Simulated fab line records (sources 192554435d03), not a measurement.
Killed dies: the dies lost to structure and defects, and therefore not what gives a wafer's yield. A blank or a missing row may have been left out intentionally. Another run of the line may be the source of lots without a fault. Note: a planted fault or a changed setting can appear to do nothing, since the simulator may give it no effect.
Chamber matching | flow n5-finfet | N5_GATE_CUT_ETCH_58 on rie-diel-02: 4 sister chambers
The step etches SiNx in CH3F/O2, target depth 17 nm, time 128.6 s. 14 wafers are shown with their chamber, then 7 later ones without.

== WAFERS WITH THEIR CHAMBER ==
wafer  | chamber | showerhead-plenum-p-Torr (Torr) | drypump-motor-current-A (A) | throttle-valve-pct (%)
L079.1 | 1       | 1.94                            | 6.4                         | 16.43
L079.2 | 2       | 2.06                            | 5.6                         | 16.02
L079.3 | 3       | 1.92                            | 6.0                         | 16.37
L080.1 | 2       | 2.06                            | 5.6                         | 16.05
L080.2 | 0       | 2.06                            | 5.0                         | 16.09
L080.4 | 3       | 1.92                            | 6.0                         | 16.37
L085.3 | 3       | 1.92                            | 6.0                         | 16.40
L085.4 | 2       | 2.06                            | 5.6                         | 16.06
L085.6 | 1       | 1.94                            | 6.4                         | 16.44
L087.1 | 0       | 2.06                            | 5.0                         | 16.13
L087.2 | 1       | 1.94                            | 6.5                         | 16.45
L087.5 | 2       | 2.05                            | 5.5                         | 16.05
L089.2 | 3       | 1.92                            | 6.0                         | 16.40
L089.3 | 1       | 1.94                            | 6.4                         | 16.46

SIGNATURES (averages over the wafers above)
reading                  | chamber 0 | chamber 1 | chamber 2 | chamber 3 | scatter within a chamber
showerhead-plenum-p-Torr | 2.0600    | 1.9400    | 2.0575    | 1.9200    | 0.00274
drypump-motor-current-A  | 5.000     | 6.425     | 5.575     | 6.000     | 0.0387
throttle-valve-pct       | 16.1100   | 16.4450   | 16.0450   | 16.3850   | 0.0176
Rule: distance of a wafer from a chamber = root of the sum over the readings of ((wafer's reading minus chamber's mean) / reading's scatter) squared. If the next closest chamber is less than 2 further off than the closest, the wafer can't be placed; otherwise it belongs to the closest. The scatter: take each reading less its chamber's mean, square it, sum over the shown wafers, divide by the number of wafers less the number of chambers, and take the root.

== WAFERS WITHOUT THEIR CHAMBER ==
wafer  | showerhead-plenum-p-Torr (Torr) | drypump-motor-current-A (A) | throttle-valve-pct (%)
L089.5 | 2.05                            | 5.6                         | 16.08
L095.2 | 1.91                            | 6.0                         | 16.42
L095.3 | 2.05                            | 5.6                         | 16.10
L095.6 | 1.93                            | 6.4                         | 16.47
L096.1 | 2.05                            | 5.6                         | 16.11
L096.2 | 2.05                            | 5.0                         | 16.15
L096.4 | 1.93                            | 6.5                         | 16.47

== CHAMBER TAKEN BY EACH ==
wafer  | from the rows above | in truth
L089.5 | 2                   | 2
L095.2 | 3                   | 3
L095.3 | 2                   | 2
L095.6 | 1                   | 1
L096.1 | 2                   | 2
L096.2 | 0                   | 0
L096.4 | 1                   | 1
Placed correctly: 7 of 7. From these rows, 0 cannot be placed. Wrongly placed: 0.
